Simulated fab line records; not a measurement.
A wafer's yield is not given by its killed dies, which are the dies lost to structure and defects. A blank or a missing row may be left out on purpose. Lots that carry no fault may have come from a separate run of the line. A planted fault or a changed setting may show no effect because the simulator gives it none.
Struck lot and sound lot, side by side -- flow n5Finfet -- 39 steps out of a route of 1938
Sound: the wafers L501.1, L501.2, L501.4. Struck: wafers L504.4, L504.5, L504.6. The cause comes at the end.
For every step that has rows: the tool of each side, followed by ch and its chambers, followed by its first start. Under that, the readings that differ: sound wafers -- struck wafers -- difference of the means -- sigmas: that difference in standard deviations of wafers without a fault.
alike: words and numbers the same on both sides, and readings whose means are apart by under 2 such deviations; not compared: readings that were withheld, readings missing a value for some wafer, numbers with overlapping values and no deviation given by the record, and bounds like >300 which may hide the same value.
The two part at a step that has a row with sigmas, a row that says differs or no value, or rows on one side only. When numbers do not overlap yet have no deviation, they are printed without sigmas and do not part them. A reading that every wafer of one side lacks parts them only if that side has two wafers or more.

first, 9 steps without rows for these wafers: N5_PMOS_HMC_CHANNEL_EPI_EPI_20 (deposits SiGe30, target thk 59 nm); N5_PMOS_HMC_CHANNEL_EPI_HM_STRIP_35 (strips SiO2 in dHF, material SiO2, target depth 39.6 nm, time 216 s); N5_PMOS_HMC_CHANNEL_EPI_SRD_39 (time 30 s); N5_PMOS_HMC_CHANNEL_EPI_CMP_21 (polishes SiGe30, target thk 54 nm); N5_PMOS_HMC_CHANNEL_EPI_PRECLEAN_40 (cleans in DHF, time 30 s); N5_PMOS_HMC_CHANNEL_EPI_PRECLEAN_37 (cleans in O3/DIW, time 45 s); N5_PMOS_HMC_CHANNEL_EPI_PRECLEAN_24 (cleans in DHF, time 30 s); N5_PMOS_HMC_CHANNEL_EPI_SRD_25 (time 30 s); N5_PMOS_HMC_CHANNEL_EPI_EPI_26 (deposits Si from SiH4/H2, target thk 3.8 nm, time 22.7 s).
N5_FIN_SAQP_PRECLEAN_42: cleans in O3/DIW, time 60 s.
  sound on wetBench-05 ch 0,1,2, day 3 10:03; struck on wetBench-05 ch 3,5,6, day 4 02:43
then, 18 steps without rows for these wafers: N5_FIN_SAQP_PRECLEAN_00 (cleans in SC1, time 60 s); N5_FIN_SAQP_PRECLEAN_44 (cleans in SC2, time 45 s); N5_FIN_SAQP_SRD_01 (time 30 s); N5_FIN_SAQP_ALD_61 (deposits SiO2, target thk 4 nm, pulse time 1 s, purge time 2 s); N5_FIN_SAQP_DENSIFY_62 (time 60 s); N5_FIN_SAQP_HM_DEP_03 (deposits SiNx from SiH4/NH3/N2, target thk 38 nm, time 33.6 s); N5_FIN_SAQP_PECVD_47 (deposits a-Si from SiH4/He, target thk 45 nm, time 36.3 s); N5_FIN_SAQP_PECVD_48 (deposits SiNx from SiH4/NH3/N2, target thk 25 nm, time 22.1 s); N5_FIN_SAQP_PECVD_06 (deposits a-Si from SiH4/He, target thk 60 nm, time 48.1 s); N5_FIN_SAQP_HM_DEP_72 (deposits SiO2 from SiH4/N2O, target thk 12 nm, time 7.2 s); N5_FIN_SAQP_COAT_49 (time 60 s, resist thk 100 nm); N5_FIN_SAQP_COAT_50 (time 60 s, resist thk 35 nm); N5_FIN_SAQP_COAT_10 (resist thk 90 nm); N5_FIN_SAQP_EBR_12; N5_FIN_SAQP_SOFTBAKE_11 (time 60 s); N5_FIN_SAQP_EXPOSE_13 (exposes mask FIN CORE, target cd 35.6 nm); N5_FIN_SAQP_PEB_14 (peb time 60 s); N5_FIN_SAQP_DEVELOP_15 (develop time 30 s).
N5_FIN_SAQP_INSPECT_18: inspects for defects (brightfield).
  sound on defectInspect-02 at day 3 11:47; struck on defectInspect-01 at day 4 04:06
reading,sound,struck,difference,sigmas
rawDefectCount,422 354 386,1436 1362 1595,+1077,+10
then, 6 steps without rows for these wafers: N5_FIN_SAQP_DESCUM_21 (chemistry O2, time 7.9 s); N5_FIN_SAQP_ETCH_51 (etches SiARC in CF4, target depth 45.5 nm, time 75.8 s); N5_FIN_SAQP_ETCH_52 (etches SOC in N2/H2, target depth 100 nm, overetch 20 nm, time 150 s); N5_FIN_SAQP_STRIP_53 (strips in N2/H2); N5_FIN_SAQP_HM_OPEN_73 (chemistry CHF3/O2, target SiO2, stops on a-Si, target depth 12 nm, time 16.8 s); N5_FIN_SAQP_STRIP_74 (strips in CHF3/O2).
N5_FIN_SAQP_INSPECT_40: inspects for defects (brightfield).
  sound on defectInspect-02 at day 3 16:35; struck on defectInspect-02 at day 4 09:05
reading,sound,struck,difference,sigmas
rawDefectCount,206 205 138,1217 1260 1211,+1046,+18
N5_FIN_CUT_INSPECT_10: inspects for defects (brightfield).
  sound on defectInspect-02 at day 3 16:59; struck on defectInspect-02 at day 4 09:28
reading,sound,struck,difference,sigmas
rawDefectCount,33 33 19,1056 1077 1070,+1039,+99 or more
-- here the record skips 6 days between the struck wafers' starts before and after, leaving off in module FIN_CUT and picking up in module BEOL_M4 (first step shown: number 1111 of the route) --
N5_BEOL_M4_RC_MEAS_101:
  sound on prober-02 ch 0, day 9 08:16; struck on prober-02 ch 0, day 10 03:43
  alike: DIBL_N, DIBL_P, IOFF_N, IOFF_P, ION_N, ION_P, SS_N, SS_P, VT_N, VT_P
-- a jump in the record: the struck wafers' starts before and after are 4 days apart (it breaks off in module BEOL_M4 and resumes in module PASSIVATION, where the first step shown is number 1936 of the route) --
N5_PASSIVATION_PROBE_49:
  record: rows for the struck wafers here (prober-02, day 14 00:17), none for the sound ones

== WHERE THEY PART ==
Earliest at N5_FIN_SAQP_INSPECT_18; latest, in this record, at N5_PASSIVATION_PROBE_49.

WHY: what the simulator had put in
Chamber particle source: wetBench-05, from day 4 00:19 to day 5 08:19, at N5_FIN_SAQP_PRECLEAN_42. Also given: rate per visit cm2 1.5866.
